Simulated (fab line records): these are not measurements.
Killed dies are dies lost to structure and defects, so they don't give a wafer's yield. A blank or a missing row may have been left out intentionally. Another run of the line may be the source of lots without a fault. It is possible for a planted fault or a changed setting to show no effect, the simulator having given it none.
Which tool was responsible? / flow nandHarc / 33 wafers from 11 lots sampled at 6 of the route's 1302 steps

## WHAT EACH GAUGE READ, for each wafer
NHARC_A_CHANNEL_HOLE_D2_INSPECT_40. Usual: 290 for rawDefectCount, sd 75.
lot=L948; measured=day 14 08:11; on=defectInspect-01; rawDefectCount=276 345 339; flag=
lot=L950; measured=day 15 01:25; on=defectInspect-02; rawDefectCount=321 296 314; flag=
lot=L951; measured=day 15 09:43; on=defectInspect-02; rawDefectCount=372 275 231; flag=
lot=L955; measured=day 17 00:25; on=defectInspect-02; rawDefectCount=263 355 497; flag=
lot=L959; measured=day 18 18:29; on=defectInspect-02; rawDefectCount=1194 1190 1050; flag=OFF
lot=L961; measured=day 19 17:43; on=defectInspect-01; rawDefectCount=1127 1181 1110; flag=OFF
lot=L964; measured=day 21 13:59; on=defectInspect-01; rawDefectCount=240 194 246; flag=
lot=L966; measured=day 22 02:19; on=defectInspect-01; rawDefectCount=296 242 328; flag=
lot=L967; measured=day 22 12:14; on=defectInspect-01; rawDefectCount=327 189 180; flag=
lot=L968; measured=day 22 22:29; on=defectInspect-01; rawDefectCount=282 263 292; flag=
lot=L969; measured=day 23 15:38; on=defectInspect-01; rawDefectCount=243 282 201; flag=

NHARC_END_SORT_01. Usual: killedAtArray 58, standard deviation 20; killedAtOther 0.9, standard deviation 1.4; killedAtPeriphery 4, standard deviation 3.1; killedDies 63, standard deviation 20; killedOpen 3.3, standard deviation 1.8; killedShort 2.4, standard deviation 1.5.
lot=L959; measured=day 31 04:09; on=prober-01; killedAtArray=133 89 143; killedAtOther=1 0 0; killedAtPeriphery=3 6 3; killedDies=137 95 146; killedOpen=5 2 4; killedShort=3 0 3; flag=OFF
lot=L961; measured=day 31 02:40; on=prober-02; killedAtArray=70 152 146; killedAtOther=0 0 2; killedAtPeriphery=4 3 0; killedDies=74 155 148; killedOpen=4 5 5; killedShort=2 5 2; flag=OFF
lot=L964; measured=day 33 05:41; on=prober-01; killedAtArray=56 43 32; killedAtOther=0 0 0; killedAtPeriphery=7 8 8; killedDies=63 51 40; killedOpen=3 1 3; killedShort=1 1 1; flag=
lot=L967; measured=day 34 05:34; on=prober-01; killedAtArray=50 44 54; killedAtOther=1 0 0; killedAtPeriphery=2 1 0; killedDies=53 45 54; killedOpen=5 2 1; killedShort=2 4 3; flag=

## WHICH TOOL RAN EACH LOT (tool, then ch and the chambers of the sampled wafers, then the start)
lot=L948; NHARC_A_CHANNEL_HOLE_D2_ETCH_16=rieDiel-10 ch 0,1,3, day 14 02:36 or earlier; NHARC_A_CHANNEL_HOLE_D2_ETCH_20=harEtch-01 ch 0,1, day 14 02:36; NHARC_A_CHANNEL_HOLE_D2_ETCH_22=harEtch-01 ch 0,1, day 14 03:21; NHARC_A_CHANNEL_FILL_D2_ALD_16=aldHk-01 ch 1,2,3, day 14 20:59
lot=L950; NHARC_A_CHANNEL_HOLE_D2_ETCH_16=rieDiel-12 ch 0,2,3, day 14 15:44 or earlier; NHARC_A_CHANNEL_HOLE_D2_ETCH_20=harEtch-02 ch 0, day 14 15:44; NHARC_A_CHANNEL_HOLE_D2_ETCH_22=harEtch-02 ch 0, day 14 17:13; NHARC_A_CHANNEL_FILL_D2_ALD_16=aldHk-01 ch 0,1,3, day 15 13:59
lot=L951; NHARC_A_CHANNEL_HOLE_D2_ETCH_16=rieDiel-03 ch 0,2,3, day 15 04:07 or earlier; NHARC_A_CHANNEL_HOLE_D2_ETCH_20=harEtch-02 ch 0,1, day 15 04:07; NHARC_A_CHANNEL_HOLE_D2_ETCH_22=harEtch-02 ch 0,1, day 15 04:53; NHARC_A_CHANNEL_FILL_D2_ALD_16=aldHk-03 ch 0,1,3, day 16 00:23
lot=L955; NHARC_A_CHANNEL_HOLE_D2_ETCH_16=rieDiel-03 ch 0,3, day 16 18:52 or earlier; NHARC_A_CHANNEL_HOLE_D2_ETCH_20=harEtch-01 ch 0,1, day 16 18:52; NHARC_A_CHANNEL_HOLE_D2_ETCH_22=harEtch-01 ch 0,1, day 16 19:40; NHARC_A_CHANNEL_FILL_D2_ALD_16=aldHk-01 ch 1,2,3, day 17 12:51
lot=L959; NHARC_A_CHANNEL_HOLE_D2_ETCH_16=rieDiel-12 ch 1,3, day 18 13:01 or earlier; NHARC_A_CHANNEL_HOLE_D2_ETCH_20=harEtch-01 ch 0,1, day 18 13:01; NHARC_A_CHANNEL_HOLE_D2_ETCH_22=harEtch-01 ch 0,1, day 18 13:50; NHARC_A_CHANNEL_FILL_D2_ALD_16=aldHk-02 ch 0,2, day 19 06:52
lot=L961; NHARC_A_CHANNEL_HOLE_D2_ETCH_16=rieDiel-03 ch 0,2, day 19 12:07 or earlier; NHARC_A_CHANNEL_HOLE_D2_ETCH_20=harEtch-01 ch 0,1, day 19 12:07; NHARC_A_CHANNEL_HOLE_D2_ETCH_22=harEtch-01 ch 0,1, day 19 12:52; NHARC_A_CHANNEL_FILL_D2_ALD_16=aldHk-03 ch 0,1, day 20 06:46
lot=L964; NHARC_A_CHANNEL_HOLE_D2_ETCH_16=rieDiel-03 ch 0,1, day 21 08:31 or earlier; NHARC_A_CHANNEL_HOLE_D2_ETCH_20=harEtch-02 ch 0,1, day 21 08:31; NHARC_A_CHANNEL_HOLE_D2_ETCH_22=harEtch-02 ch 0,1, day 21 09:21; NHARC_A_CHANNEL_FILL_D2_ALD_16=aldHk-01 ch 2,3, day 22 03:13
lot=L966; NHARC_A_CHANNEL_HOLE_D2_ETCH_16=rieDiel-12 ch 0,1,2, day 21 20:44 or earlier; NHARC_A_CHANNEL_HOLE_D2_ETCH_20=harEtch-02 ch 0,1, day 21 20:44; NHARC_A_CHANNEL_HOLE_D2_ETCH_22=harEtch-02 ch 0,1, day 21 21:29; NHARC_A_CHANNEL_FILL_D2_ALD_16=aldHk-03 ch 1,2,3, day 22 17:30
lot=L967; NHARC_A_CHANNEL_HOLE_D2_ETCH_16=rieDiel-10 ch 1,2, day 22 06:42 or earlier; NHARC_A_CHANNEL_HOLE_D2_ETCH_20=harEtch-02 ch 0,1, day 22 06:42; NHARC_A_CHANNEL_HOLE_D2_ETCH_22=harEtch-02 ch 0,1, day 22 07:30; NHARC_A_CHANNEL_FILL_D2_ALD_16=aldHk-03 ch 1,2,3, day 23 02:25
lot=L968; NHARC_A_CHANNEL_HOLE_D2_ETCH_16=rieDiel-10 ch 0,1,2, day 22 16:56 or earlier; NHARC_A_CHANNEL_HOLE_D2_ETCH_20=harEtch-02 ch 0,1, day 22 16:56; NHARC_A_CHANNEL_HOLE_D2_ETCH_22=harEtch-02 ch 0,1, day 22 17:44; NHARC_A_CHANNEL_FILL_D2_ALD_16=aldHk-01 ch 1,3, day 23 10:53
lot=L969; NHARC_A_CHANNEL_HOLE_D2_ETCH_16=rieDiel-10 ch 0,2,3, day 23 10:04 or earlier; NHARC_A_CHANNEL_HOLE_D2_ETCH_20=harEtch-01 ch 0,1, day 23 10:04; NHARC_A_CHANNEL_HOLE_D2_ETCH_22=harEtch-01 ch 0,1, day 23 10:49; NHARC_A_CHANNEL_FILL_D2_ALD_16=aldHk-01 ch 0,1, day 24 04:03
- NHARC_A_CHANNEL_HOLE_D2_ETCH_16: etches the open film in O2/COS, target depth 3100 nm, time 806 s.
- NHARC_A_CHANNEL_HOLE_D2_ETCH_20: etches the open film in C4F8/O2/Ar, time 361.9 s, target depth 1600 nm.
- NHARC_A_CHANNEL_HOLE_D2_ETCH_22: etches the open film in C4F8/O2/Ar, time 666.7 s, target depth 1600 nm.
- NHARC_A_CHANNEL_FILL_D2_ALD_16: deposits SiO2, target thk 1.5 nm, pulse time 10 s, ald cycles 15.

## AS READ BY THE TOOLS THEMSELVES (means over the sampled wafers that have a number; for cases with no such wafer, the mark the record gives instead)
NHARC_A_CHANNEL_HOLE_D2_ETCH_16. Usual: drypumpMotorCurrentA 5.7 A, standard deviation 0.55; oesProductAu 1.001 a.u., standard deviation 0.0072; rfVppV 314.4 V, standard deviation 1.8; showerheadPlenumPTorr 3.13 Torr, standard deviation 0.11; throttleValvePct 28.331 %, standard deviation 0.009.
lot=L948; tool=rieDiel-10; drypumpMotorCurrentA (A)=5.9; oesProductAu (a.u.)=1.002; rfVppV (V)=315.2; showerheadPlenumPTorr (Torr)=3.21; throttleValvePct (%)=28.328; flag=
lot=L950; tool=rieDiel-12; drypumpMotorCurrentA (A)=5.6; oesProductAu (a.u.)=1.006; rfVppV (V)=312.9; showerheadPlenumPTorr (Torr)=3.04; throttleValvePct (%)=28.331; flag=
lot=L951; tool=rieDiel-03; drypumpMotorCurrentA (A)=6.1; oesProductAu (a.u.)=1.004; rfVppV (V)=315.4; showerheadPlenumPTorr (Torr)=3.20; throttleValvePct (%)=28.335; flag=
lot=L955; tool=rieDiel-03; drypumpMotorCurrentA (A)=5.7; oesProductAu (a.u.)=1.001; rfVppV (V)=316.1; showerheadPlenumPTorr (Torr)=3.24; throttleValvePct (%)=28.331; flag=
lot=L959; tool=rieDiel-12; drypumpMotorCurrentA (A)=5.8; oesProductAu (a.u.)=1.000; rfVppV (V)=313.4; showerheadPlenumPTorr (Torr)=3.07; throttleValvePct (%)=28.332; flag=
lot=L961; tool=rieDiel-03; drypumpMotorCurrentA (A)=5.7; oesProductAu (a.u.)=1.003; rfVppV (V)=315.7; showerheadPlenumPTorr (Torr)=3.18; throttleValvePct (%)=28.336; flag=
lot=L964; tool=rieDiel-03; drypumpMotorCurrentA (A)=5.5; oesProductAu (a.u.)=1.000; rfVppV (V)=313.7; showerheadPlenumPTorr (Torr)=3.08; throttleValvePct (%)=28.319; flag=
lot=L966; tool=rieDiel-12; drypumpMotorCurrentA (A)=5.2; oesProductAu (a.u.)=1.000; rfVppV (V)=314.4; showerheadPlenumPTorr (Torr)=3.12; throttleValvePct (%)=28.332; flag=
lot=L967; tool=rieDiel-10; drypumpMotorCurrentA (A)=5.5; oesProductAu (a.u.)=0.989; rfVppV (V)=314.3; showerheadPlenumPTorr (Torr)=3.12; throttleValvePct (%)=28.332; flag=
lot=L968; tool=rieDiel-10; drypumpMotorCurrentA (A)=5.4; oesProductAu (a.u.)=0.997; rfVppV (V)=314.0; showerheadPlenumPTorr (Torr)=3.10; throttleValvePct (%)=28.331; flag=
lot=L969; tool=rieDiel-10; drypumpMotorCurrentA (A)=5.6; oesProductAu (a.u.)=1.001; rfVppV (V)=314.4; showerheadPlenumPTorr (Torr)=3.13; throttleValvePct (%)=28.331; flag=

NHARC_A_CHANNEL_HOLE_D2_ETCH_20. Usual: drypumpMotorCurrentA 5.6 A, standard deviation 0.63; showerheadPlenumPTorr 3.68 Torr, standard deviation 0.16; throttleValvePct 32.154 %, standard deviation 0.0085.
lot=L948; tool=harEtch-01; drypumpMotorCurrentA (A)=5.5; showerheadPlenumPTorr (Torr)=3.63; throttleValvePct (%)=32.158; flag=
lot=L950; tool=harEtch-02; drypumpMotorCurrentA (A)=4.8; showerheadPlenumPTorr (Torr)=3.59; throttleValvePct (%)=32.151; flag=
lot=L951; tool=harEtch-02; drypumpMotorCurrentA (A)=5.9; showerheadPlenumPTorr (Torr)=3.60; throttleValvePct (%)=32.155; flag=
lot=L955; tool=harEtch-01; drypumpMotorCurrentA (A)=5.8; showerheadPlenumPTorr (Torr)=3.56; throttleValvePct (%)=32.150; flag=
lot=L959; tool=harEtch-01; drypumpMotorCurrentA (A)=5.8; showerheadPlenumPTorr (Torr)=3.55; throttleValvePct (%)=32.150; flag=
lot=L961; tool=harEtch-01; drypumpMotorCurrentA (A)=5.8; showerheadPlenumPTorr (Torr)=3.54; throttleValvePct (%)=32.161; flag=
lot=L964; tool=harEtch-02; drypumpMotorCurrentA (A)=5.4; showerheadPlenumPTorr (Torr)=3.90; throttleValvePct (%)=32.162; flag=
lot=L966; tool=harEtch-02; drypumpMotorCurrentA (A)=5.4; showerheadPlenumPTorr (Torr)=3.90; throttleValvePct (%)=32.159; flag=
lot=L967; tool=harEtch-02; drypumpMotorCurrentA (A)=5.9; showerheadPlenumPTorr (Torr)=3.90; throttleValvePct (%)=32.157; flag=
lot=L968; tool=harEtch-02; drypumpMotorCurrentA (A)=5.9; showerheadPlenumPTorr (Torr)=3.89; throttleValvePct (%)=32.150; flag=
lot=L969; tool=harEtch-01; drypumpMotorCurrentA (A)=5.8; showerheadPlenumPTorr (Torr)=3.51; throttleValvePct (%)=32.153; flag=

NHARC_A_CHANNEL_HOLE_D2_ETCH_22. Usual: drypumpMotorCurrentA 5.6 A, standard deviation 0.63; showerheadPlenumPTorr 3.68 Torr, standard deviation 0.16; throttleValvePct 32.156 %, standard deviation 0.0081.
lot=L948; tool=harEtch-01; drypumpMotorCurrentA (A)=5.5; showerheadPlenumPTorr (Torr)=3.63; throttleValvePct (%)=32.158; flag=
lot=L950; tool=harEtch-02; drypumpMotorCurrentA (A)=4.8; showerheadPlenumPTorr (Torr)=3.59; throttleValvePct (%)=32.154; flag=
lot=L951; tool=harEtch-02; drypumpMotorCurrentA (A)=5.9; showerheadPlenumPTorr (Torr)=3.60; throttleValvePct (%)=32.158; flag=
lot=L955; tool=harEtch-01; drypumpMotorCurrentA (A)=5.8; showerheadPlenumPTorr (Torr)=3.56; throttleValvePct (%)=32.155; flag=
lot=L959; tool=harEtch-01; drypumpMotorCurrentA (A)=5.8; showerheadPlenumPTorr (Torr)=3.54; throttleValvePct (%)=32.153; flag=
lot=L961; tool=harEtch-01; drypumpMotorCurrentA (A)=5.8; showerheadPlenumPTorr (Torr)=3.54; throttleValvePct (%)=32.153; flag=
lot=L964; tool=harEtch-02; drypumpMotorCurrentA (A)=5.4; showerheadPlenumPTorr (Torr)=3.90; throttleValvePct (%)=32.157; flag=
lot=L966; tool=harEtch-02; drypumpMotorCurrentA (A)=5.4; showerheadPlenumPTorr (Torr)=3.90; throttleValvePct (%)=32.159; flag=
lot=L967; tool=harEtch-02; drypumpMotorCurrentA (A)=5.9; showerheadPlenumPTorr (Torr)=3.90; throttleValvePct (%)=32.159; flag=
lot=L968; tool=harEtch-02; drypumpMotorCurrentA (A)=5.9; showerheadPlenumPTorr (Torr)=3.89; throttleValvePct (%)=32.147; flag=
lot=L969; tool=harEtch-01; drypumpMotorCurrentA (A)=5.8; showerheadPlenumPTorr (Torr)=3.51; throttleValvePct (%)=32.151; flag=

NHARC_A_CHANNEL_FILL_D2_ALD_16. Usual: heaterPowerW 470 W, standard deviation 40; precursorPulseHeightRel 1.000, standard deviation 0.019.
lot=L948; tool=aldHk-01; heaterPowerW (W)=438; precursorPulseHeightRel=1.007; flag=
lot=L950; tool=aldHk-01; heaterPowerW (W)=483; precursorPulseHeightRel=0.972; flag=
lot=L951; tool=aldHk-03; heaterPowerW (W)=471; precursorPulseHeightRel=0.997; flag=
lot=L955; tool=aldHk-01; heaterPowerW (W)=441; precursorPulseHeightRel=0.998; flag=
lot=L959; tool=aldHk-02; heaterPowerW (W)=461; precursorPulseHeightRel=1.010; flag=
lot=L961; tool=aldHk-03; heaterPowerW (W)=497; precursorPulseHeightRel=1.002; flag=
lot=L964; tool=aldHk-01; heaterPowerW (W)=444; precursorPulseHeightRel=0.990; flag=
lot=L966; tool=aldHk-03; heaterPowerW (W)=493; precursorPulseHeightRel=0.994; flag=
lot=L967; tool=aldHk-03; heaterPowerW (W)=493; precursorPulseHeightRel=1.000; flag=
lot=L968; tool=aldHk-01; heaterPowerW (W)=474; precursorPulseHeightRel=1.004; flag=
lot=L969; tool=aldHk-01; heaterPowerW (W)=465; precursorPulseHeightRel=1.003; flag=

## THE ANSWER, worked out from the rows above alone
Rule: a lot is off if the mean of its wafers that have a number lies more than 3 standard deviations from the usual mean. A lot without any number at a reading at which 4 lots or more have one is off too. All remaining lots with rows at the step are treated as sound. First the gauges in route order, then the tools' own readings, where a lot's mean is used as printed above. At the first step where some lot is off, the reading lying furthest off is the one used; lots without a number count as furthest.
Off: L959, L961, at NHARC_A_CHANNEL_HOLE_D2_INSPECT_40 (rawDefectCount).
A tool fits if, at a process step before that reading, it ran every lot that is off, and no sound lot after the first of them. The gauges at NHARC_A_CHANNEL_HOLE_D2_INSPECT_40 aren't tried: what is off there is off at NHARC_END_SORT_01 too, on other tools, and a gauge's error can't cause that. Because NHARC_A_CHANNEL_HOLE_D2_ETCH_16 lacks a start for some lots, the hours and order of its lots are taken from NHARC_A_CHANNEL_HOLE_D2_ETCH_20. Of those tried, none fits.

## WHAT HAD BEEN PUT IN BY THE SIMULATOR
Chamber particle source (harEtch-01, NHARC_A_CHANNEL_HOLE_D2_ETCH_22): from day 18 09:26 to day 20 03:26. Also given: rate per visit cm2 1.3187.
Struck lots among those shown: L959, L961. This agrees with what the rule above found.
